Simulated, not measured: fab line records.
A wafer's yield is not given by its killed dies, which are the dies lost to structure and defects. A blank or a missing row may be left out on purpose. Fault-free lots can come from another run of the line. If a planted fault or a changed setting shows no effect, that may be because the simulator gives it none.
fab line records | flow n5_finfet
[record] lots = 4 wafers = 12 last_day = 18
route steps=1938 shown BEOL_M11@1592 BEOL_M12@1602 PASSIVATION@1936
lots untouched by any fault: they come from a run of this same line in which no faults occurred
start_h: hours from the record's first day to the start of the lot's first wafer shown | wait_h: time in hours since the lot's previous step | " identical to the entry in the row above | L1.1+2: a single row standing in for several wafers | - no value, or no start given | * or withheld: withheld | < > ~ a bound
route shown NAME@n: a module of which the file shows steps, and the number in the route of the first | usual: mean and standard deviation over wafers with no fault | same: alike in all rows | chamber/n: place in a boat | sites: per-site readings | _std_site: standard deviation across them | _edge_site: the outer-site mean with the inner-site mean subtracted | radius_mm: how far each site lies from the wafer's centre | mask NAME#n: copy n | behind: the tool/chamber that last shaped the wafer | hold: what put the lot on hold/how long, in hours/how the hold closed | device: names the non-switching transistor (n, p or np) | end of line: at the end of the route, the tests of the same wafers | step lacking rows: just its recipe | killed: count of dies lost to structure and defects at first sort (not the wafer's yield) | map: per-die view of a wafer (x killed, . not killed, _ where there is no die)
set.NAME: the setting the step ran with; set.NAME@STEP: the setting that earlier step ran with | model.NAME: the simulator's own value behind a step, which no gauge read
certain route steps with their lots: each step a table, each wafer a row
services: when a tool's chamber went out of use (start_h, in hours from the record's first day, below 0 if earlier), for how many hours, and the reason
[[steps]]
[step N5_BEOL_M11_CVD_75]
[recipe] material = Co target_thk_a = 20 temp_c = withheld precursor = CCTBA/H2 pressure_torr = 30 time_s = 138.9
[step N5_BEOL_M11_SPUTTER_48]
[recipe] material = Cu target_thk_a = 120 temp_c = -20 bias_v = 60 power_w = 26000 chamber_pressure_pa = 0.13 time_s = 2
[step N5_BEOL_M11_ECD_50]
[recipe] material = Cu target_thk_a = 3180
[step N5_BEOL_M11_ANNEAL_51]
[recipe] temp_c = 225 time_s = 90 ambient = N2
[step N5_BEOL_M11_CMP_52]
[recipe] stop_on = SiCOH_lowk t_overpolish_s = 7 down_force_psi = 1 platen_rpm = 50 clearing_platen_down_force_psi = 1.5 clearing_platen_rpm = 50 post_cmp_clean = cu_alkaline target_thk_nm = 140 clearing_platen_pad_velocity_m_s = 0.99484 pad_velocity_m_s = 0.99484
[step N5_BEOL_M11_PRE_CLEAN_55]
[recipe] gas = NH3 time_s = 15 temp_c = withheld rf_power_w = 300
[step N5_BEOL_M11_DEP_56]
[recipe] material = SiCN target_thk_a = 300 temp_c = withheld precursor = 3MS/NH3 pressure_torr = 3 rf_w = 675 time_s = 10.5
[step N5_BEOL_M12_ILD_DEP_00]
[recipe] material = SiOC target_thk_a = 6589.2 temp_c = 350 precursor = DEMS/O2 pressure_torr = 5 rf_w = 500 time_s = 130.7
[step N5_BEOL_M12_COAT_58]
[recipe] resist = BARC temp_c = 205 time_s = 60 spin_rpm = 1500 resist_thk_nm = 89
[usual] resist_line_temp_C = 22.98/0.1 spin_speed_rpm = 1500.1/1.1
// columns lot.wafer tool chamber start_h wait_h resist_line_temp_C spin_speed_rpm model.BARC_of_BEOL_M12_COAT_58.thk_nm
L797.3 litho_track-02 0 316.83 0.0 22.88 1501.2 88.8
L797.4 " 0 " " 22.95 1501.5 89.2
L797.6 " 0 " " 22.84 1501.3 89
L798.3 litho_track-02 0 335.09 0.0 22.96 1232.3 98.6
L798.4 " 0 " " 22.97 1232.3 98.2
L798.5 " 0 " " 23.03 1230.6 98.4
L800.2 litho_track-02 0 346.18 0.0 22.89 1232.7 98.8
L800.3 " 0 " " 23.04 1233.1 98.2
L800.4 " 0 " " 22.98 1233.0 98.4
L807.3 litho_track-03 0 377.16 0.0 22.95 1499.3 89
L807.5 " 0 " " 22.99 1499.8 89.4
L807.6 " 0 " " 23.02 1500.2 89.4
[step N5_BEOL_M12_COAT_04]
[recipe] spin_rpm = 1625 resist_thk_nm = 400
[step N5_BEOL_M12_EBR_06]
[recipe] solvent = PGMEA ebr_width_mm = 1.5
[step N5_BEOL_M12_SOFTBAKE_05]
[recipe] temp_c = 130 time_s = 60
[step N5_BEOL_M12_EXPOSE_07]
[recipe] mask_id = V11 na = 0.93 source_shape = conventional sigma_outer = 0.6 polarization = unpolarized attpsm_phase_deg = 180 dose_mj = 32.5
[step N5_BEOL_M12_PEB_08]
[recipe] peb_temp_c = 130 peb_time_s = 90
[step N5_BEOL_M12_DEVELOP_09]
[recipe] develop_time_s = 45 rinse_liquid = diw dry = air_spin dev_temp_c = 21
[step N5_BEOL_M12_HARDBAKE_14]
[recipe] temp_c = 130 time_s = 120
[step N5_BEOL_M12_DESCUM_15]
[recipe] chemistry = O2 time_s = 7.9 source_power_w = 50 bias_power_w = 20 pressure_mtorr = 20 rf_frequency_hz = 2.712e+07 temp_c = 40 o2_flow_sccm = 225
[step N5_BEOL_M12_ETCH_59]
[recipe] chemistry = N2/H2 target = BARC target_depth_a = 890 overetch_a = 267 time_s = 67.9 ion_energy_ev = 200 pressure_mtorr = 30 source_w = 840 bias_w = 150 n2_flow_sccm = 200 h2_flow_sccm = 200
[usual] drypump_motor_current_A = 5.9/0.39 oes_product_au = 0.68/0.064 rf_fwd_power_W = 833.4/2.8 rf_vpp_V = 525/3.2 showerhead_plenum_p_Torr = 2.58/0.11 throttle_valve_pct = 17.82/0.17
// columns lot.wafer tool chamber start_h wait_h drypump_motor_current_A oes_product_au rf_fwd_power_W rf_hours_counter_h rf_vpp_V showerhead_plenum_p_Torr throttle_valve_pct model.etch.depth_nm
L797.3 rie_diel-02 1 317.35 0.0 5.5 0.65 831.8 133 527 2.65 17.84 88.87
L797.4 " 0 " " 5.3 0.68 833.4 86 528 2.68 17.70 89.2
L797.6 " 2 " " 6.4 0.77 826.9 - 524 2.49 17.80 89.01
L798.3 rie_diel-04 1 335.51 0.0 6.1 0.85 834.7 17 529 2.70 17.45 98.59
L798.4 " 0 " " 6.3 0.73 830.7 - 527 2.66 17.73 98.11
L798.5 " 2 " " 6.1 0.72 833.0 - 522 2.45 18.13 98.39
L800.2 rie_diel-02 2 346.57 0.0 6.4 0.79 833.5 46 522 2.49 17.82 98.71
L800.3 " 0 " " 5.3 0.70 830.2 97 528 2.67 17.73 98.16
L800.4 " 1 " " 5.5 0.68 836.8 144 528 2.65 17.84 98.37
L807.3 rie_diel-05 2 377.68 0.0 5.8 0.69 832.1 83 527 2.68 17.82 89.04
L807.5 " 1 " " 5.4 0.60 834.0 - 517 2.32 18.17 89.35
L807.6 " 0 " " 5.5 0.61 834.9 - 526 2.61 17.82 89.43
[step N5_BEOL_M12_VIA_ETCH_16]
[recipe] chemistry = C4F8/O2/Ar target = SiOC pressure_mtorr = 30 source_w = 3000 bias_w = 700 Ar_flow_sccm = 400 C4F8_flow_sccm = 15 O2_flow_sccm = 8 he_inner_torr = 15 he_outer_torr = 30 target_depth_a = 7248 time_s = withheld ion_energy_ev = 250 ends = cleared
[step N5_BEOL_M12_STRIP_63]
[recipe] chemistry = N2/H2 power_w = 1000 temp_c = 250 h2_frac = 0.65 overash_fraction = 0.3 pressure_mtorr = 1000 n2_flow_sccm = 1750 h2_flow_sccm = 3250
[step N5_BEOL_M12_STRIP_64]
[recipe] chemistry = N2/H2 power_w = 1000 temp_c = 250 h2_frac = 0.65 overash_fraction = 0.3 pressure_mtorr = withheld n2_flow_sccm = 1750 h2_flow_sccm = 3250
[usual] drypump_motor_current_A = 5.34/0.28 heater_power_w = 348/17 oes_product_au = 0.716/0.0047 strip_time_to_endpoint_s = 31.31/0.078
// columns lot.wafer tool chamber start_h wait_h drypump_motor_current_A heater_power_w oes_product_au rf_hours_counter_h strip_time_to_endpoint_s
L797.3 plasma_asher-01 1 317.68 0.0 5.64 364 0.711 - 31.28
L797.4 " 0 " " 5.04 328 0.720 - 31.36
L797.6 " 1 " " 5.64 366 0.717 - 31.31
L798.3 plasma_asher-02 0 335.84 0.0 5.23 340 0.715 - 34.03
L798.4 " 1 " " 5.52 364 0.714 - 33.89
L798.5 " 1 " " 5.51 367 0.715 - 33.96
L800.2 plasma_asher-02 1 346.88 0.0 5.51 362 0.715 85 34.05
L800.3 " 1 " " 5.51 357 0.707 - 33.89
L800.4 " 0 " " 5.23 343 0.712 - 33.94
L807.3 plasma_asher-01 0 378.01 0.0 5.02 333 0.706 - 31.33
L807.5 " 0 " " 5.02 330 0.719 - 31.39
L807.6 " 1 " " 5.66 365 0.725 - 31.44
[step N5_BEOL_M12_STRIP_71]
[recipe] chemistry = post_etch_residue_remover time_s = 60 temp_c = 25 remover_ph = withheld remover_water_wt_pct = withheld remover_fluoride_wt_pct = withheld
[step N5_PASSIVATION_PROBE_49]
[usual] defect_limited_yield = 91.0/1.5 killed_at_M0_to_M3 = 37/12 killed_at_M4_up = 13/5 killed_at_contacts = 13/6.1 killed_at_front_end = 39/11 killed_at_other = 4/3.2 killed_dies = 106/17 killed_open = 69/12 killed_short = 35/7.9 sort_bin_5_function = 5.3/1 sort_bin_6_memory = 3.3/0.68 sort_n_pass = 1074/17 sort_yield_pct = 91.0/1.5
[same] gross_dies = 1180 killed_at_back_side = 0 sort_bin_4_leakage[%] = 0 sort_bin_8_speed[%] = 0
// columns lot.wafer tool chamber start_h wait_h defect_limited_yield[%] killed_at_M0_to_M3 killed_at_M4_up killed_at_contacts killed_at_front_end killed_at_other killed_dies killed_open killed_short sort_bin_5_function[%] sort_bin_6_memory[%] sort_n_pass sort_yield_pct[%]
L798.3 prober-01 - 374.51 0.1 90.6 40 7 13 49 2 111 74 37 6.5 2.8 1069 90.6
L798.4 prober-01 - 374.56 0.2 90.5 58 11 8 32 3 112 68 37 5.3 3.5 1068 90.5
L798.5 prober-01 - 374.61 0.2 92.7 45 9 7 23 2 86 56 28 3.6 3.2 1094 92.7
L807.3 prober-02 - 421.15 0.1 91.3 37 19 11 35 1 103 71 32 4.8 3.6 1077 91.3
L807.5 prober-02 - 421.25 0.2 92.5 36 9 8 34 2 89 54 35 5.0 2.2 1091 92.5
L807.6 prober-02 - 421.30 0.3 92.0 27 13 13 41 0 94 58 34 4.2 3.3 1086 92.0
// killed by level:class
L798.3 FIN_SAQP:geometric_particle:open=13 MOL_CONTACT_COAG:geometric_particle:open=12 BEOL_M0_SAQP:geometric_particle:open=12 FIN_SAQP:geometric_particle:short=9 DUMMY_GATE:geometric_particle:open=8 BEOL_M0_SAQP:geometric_particle:short=8 BEOL_M2:geometric_particle:open=8 GATE_CUT:geometric_particle:short=6
L798.4 BEOL_M3:geometric_particle:open=16 BEOL_M0_SAQP:geometric_particle:open=13 BEOL_M2:geometric_particle:open=10 GATE_CUT:geometric_particle:short=8 BEOL_M0_SAQP:geometric_particle:short=7 MOL_CONTACT_COAG:geometric_particle:open=5 BEOL_M4:geometric_particle:open=5 FIN_SAQP:geometric_particle:open=4
L798.5 FIN_SAQP:geometric_particle:open=8 BEOL_M0_SAQP:geometric_particle:open=8 BEOL_M2:geometric_particle:open=8 BEOL_M3:geometric_particle:open=7 BEOL_M1:geometric_particle:open=6 FIN_SAQP:geometric_particle:short=5 MOL_CONTACT_COAG:geometric_particle:open=5 BEOL_M0_SAQP:geometric_particle:short=5
L807.3 MOL_CONTACT_COAG:geometric_particle:open=10 BEOL_M4:geometric_particle:open=10 BEOL_M0_SAQP:geometric_particle:open=7 BEOL_M2:geometric_particle:open=7 STI_FIN_REVEAL:geometric_particle:open=5 GATE_CUT:geometric_particle:short=5 BEOL_M1:geometric_particle:open=5 BEOL_M3:geometric_particle:open=5
L807.5 GATE_CUT:geometric_particle:short=9 MOL_CONTACT_COAG:geometric_particle:open=7 BEOL_M2:geometric_particle:open=7 FIN_SAQP:geometric_particle:short=6 BEOL_M0_SAQP:geometric_particle:short=6 BEOL_M0:geometric_particle:open=5 BEOL_M3:geometric_particle:open=5 ILD0:geometric_particle:open=4
L807.6 MOL_CONTACT_COAG:geometric_particle:open=9 FIN_SAQP:geometric_particle:open=7 STI_FIN_REVEAL:geometric_particle:open=7 BEOL_M3:geometric_particle:open=6 GATE_CUT:geometric_particle:short=6 BEOL_M4:geometric_particle:open=6 BEOL_M0_SAQP:geometric_particle:short=5 BEOL_M0_SAQP:geometric_particle:open=5
[[services]]
// columns tool chamber start_h hours kind
plasma_asher-02 - 293.29 0.9 repair
rie_diel-02 3 321.37 8.5 repair
rie_diel-04 3 323.22 - clean
rie_diel-04 3 323.22 - consumable_replace:focus_ring
rie_diel-04 3 323.22 13.6 scheduled_down
rie_diel-04 3 323.22 13.6 vent_cycle
rie_diel-05 3 337.33 15.2 repair
litho_track-02 - 342.67 - consumable_replace:filter
rie_diel-02 1 356.92 13.5 repair
[[key]]
[first_sign] step = N5_BEOL_M12_COAT_58 reading = spin_speed_rpm direction = down sigmas = 99+ usual = * struck = *
[effect] step = N5_BEOL_M12_STRIP_64 reading = strip_time_to_endpoint_s direction = up sigmas = 34 usual = * struck = *
[model_effect] step = N5_BEOL_M12_COAT_58 value = BARC_of_BEOL_M12_COAT_58.thk_nm without = 89.2 struck = 98.43
[model_effect] step = N5_BEOL_M12_ETCH_59 value = etch.depth_nm without = 89.18 struck = 98.39
met_at N5_BEOL_M12_COAT_58
struck_wafers L798.3,L798.4,L798.5,L800.2,L800.3,L800.4
onset_between 316.83 335.09
[fault] kind = process_parameter_drift tool = litho_track-02 chamber = - onset_h = 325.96 steps = N5_BEOL_M12_COAT_58 channel = spin_rpm offset = * shape = step end_h = 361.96 acts_in = * stated = *
